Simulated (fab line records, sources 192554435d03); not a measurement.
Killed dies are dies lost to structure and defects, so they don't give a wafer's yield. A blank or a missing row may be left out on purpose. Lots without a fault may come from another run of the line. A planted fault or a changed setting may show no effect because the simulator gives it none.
Split-lot experiment | flow n5_finfet | 7 lots, 21 wafers read, on a route of 1938 steps

THE SPLIT
At N5_PMOS_HMC_CHANNEL_EPI_COAT_31 (time 60 s, resist thk 66 nm), the setting spin_rpm was moved away from the recipe's 1500 rpm on 8 of the 21 wafers read, by -10.2% to +9.9%. The other wafers ran this setting at the recipe's value.

FROM THE SPLIT TO THE READING: what the file shows between them, 4 steps
- N5_PMOS_HMC_CHANNEL_EPI_PEB_07: peb time 60 s (also split here: peb_temp_c)
- N5_PMOS_HMC_CHANNEL_EPI_DEVELOP_08: develop time 30 s
- N5_PMOS_HMC_CHANNEL_EPI_CD_MEAS_09: target cd 237.4 nm
- N5_PMOS_HMC_CHANNEL_EPI_DESCUM_14: chemistry O2, time 7.9 s

THE READING
etch.depth_nm (the simulator's own value, which no gauge read), in nm, at N5_PMOS_HMC_CHANNEL_EPI_ETCH_32 (etches BARC in N2/H2, stops on SiO2, target depth 85.8 nm, time 50.3 s). The file gives no usual value for it. The 13 wafers here that ran the recipe average 65.80 nm, standard deviation 0.16 nm.

wafer  | tool, chamber at the split | spin_rpm as run, rpm | against the recipe | etch.depth_nm, nm | against lot-mates on the recipe
L079.1 | litho_track-05, 0          | 1500                 | recipe             | 65.78             | -
L079.3 | litho_track-05, 0          | 1378                 | -8.1%              | 68.64             | +2.94
L079.6 | litho_track-05, 0          | 1500                 | recipe             | 65.63             | -
L080.1 | litho_track-05, 0          | 1347                 | -10.2%             | 69.6              | +3.71
L080.2 | litho_track-05, 0          | 1500                 | recipe             | 65.89             | -
L080.4 | litho_track-05, 0          | 1347                 | -10.2%             | 69.79             | +3.90
L082.3 | litho_track-01, 0          | 1621                 | +8.1%              | 63.56             | -2.36
L082.4 | litho_track-01, 0          | 1500                 | recipe             | 65.75             | -
L082.5 | litho_track-01, 0          | 1500                 | recipe             | 66.09             | -
L083.2 | litho_track-05, 0          | 1500                 | recipe             | 65.56             | -
L083.3 | litho_track-05, 0          | 1500                 | recipe             | 65.59             | -
L083.6 | litho_track-05, 0          | 1500                 | recipe             | 65.74             | -
L090.3 | litho_track-05, 0          | 1593                 | +6.2%              | 63.81             | -1.92
L090.5 | litho_track-05, 0          | 1500                 | recipe             | 65.73             | -
L090.6 | litho_track-05, 0          | 1593                 | +6.2%              | 63.95             | -1.78
L092.1 | litho_track-01, 0          | 1500                 | recipe             | 66.06             | -
L092.5 | litho_track-01, 0          | 1375                 | -8.3%              | 68.99             | +3.01
L092.6 | litho_track-01, 0          | 1500                 | recipe             | 65.9              | -
L096.2 | litho_track-04, 0          | 1500                 | recipe             | 65.83             | -
L096.3 | litho_track-04, 0          | 1649                 | +9.9%              | 62.91             | -2.93
L096.6 | litho_track-04, 0          | 1500                 | recipe             | 65.85             | -

THE FIT
A straight line over all 21 wafers: etch.depth_nm changes by -0.34 nm for each +1% of spin_rpm; r = -0.99; the points scatter about the line by 0.24 nm.
The same after taking each lot's own level away (the mean of its wafers on the recipe; 21 wafers): -0.337 nm for each +1%; r = -1.00; scatter 0.18 nm.
On that fit, the largest move of spin_rpm shifts the reading by 3.4 nm.
The lots' own levels span 65.630 to 65.980 nm, that is 2.2 times the standard deviation above.
So the lot-to-lot level changes the slope little: the two slopes agree.
Check: with one of the wafers moved furthest among these (-10.2%) left out of the fit, the line predicts +3.51 nm for it against its lot-mates. It came out at +3.71 nm against them.

OTHER SPLITS ON THESE WAFERS
These wafers also went through other splits before the reading. Each is held against what the fit with the lots' levels taken away leaves over:
other split on the same wafers            | wafers away from the commonest value | r with etch.depth_nm (lot level and that fit taken away)
N5_ZERO_LAYER_ETCH_18 icp_w               | 5                                    | -0.05
N5_WELL_APT_COAT_02 spin_rpm              | 6                                    | +0.24
N5_PMOS_HMC_CHANNEL_EPI_PEB_07 peb_temp_c | 6                                    | -0.14

THE WHOLE CHAIN: every reading that the file lists as answering this split, in the file's order
step                            | what it does                                                           | reading                                                                                      | change (the file's fit)               | r (the file's)
N5_PMOS_HMC_CHANNEL_EPI_COAT_31 | time 60 s, resist thk 66 nm                                            | BARC_of_PMOS_HMC_CHANNEL_EPI_COAT_31.thk_nm (the simulator's own value, which no gauge read) | -0.334 nm for each +1% of the setting | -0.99
N5_PMOS_HMC_CHANNEL_EPI_ETCH_32 | etches BARC in N2/H2, stops on SiO2, target depth 85.8 nm, time 50.3 s | etch.depth_nm (the simulator's own value, which no gauge read)                               | -0.334 nm for each +1% of the setting | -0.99

THE FILE'S OWN FIT
etch.depth_nm changes by -0.334 nm for each +1% of spin_rpm, r = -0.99.
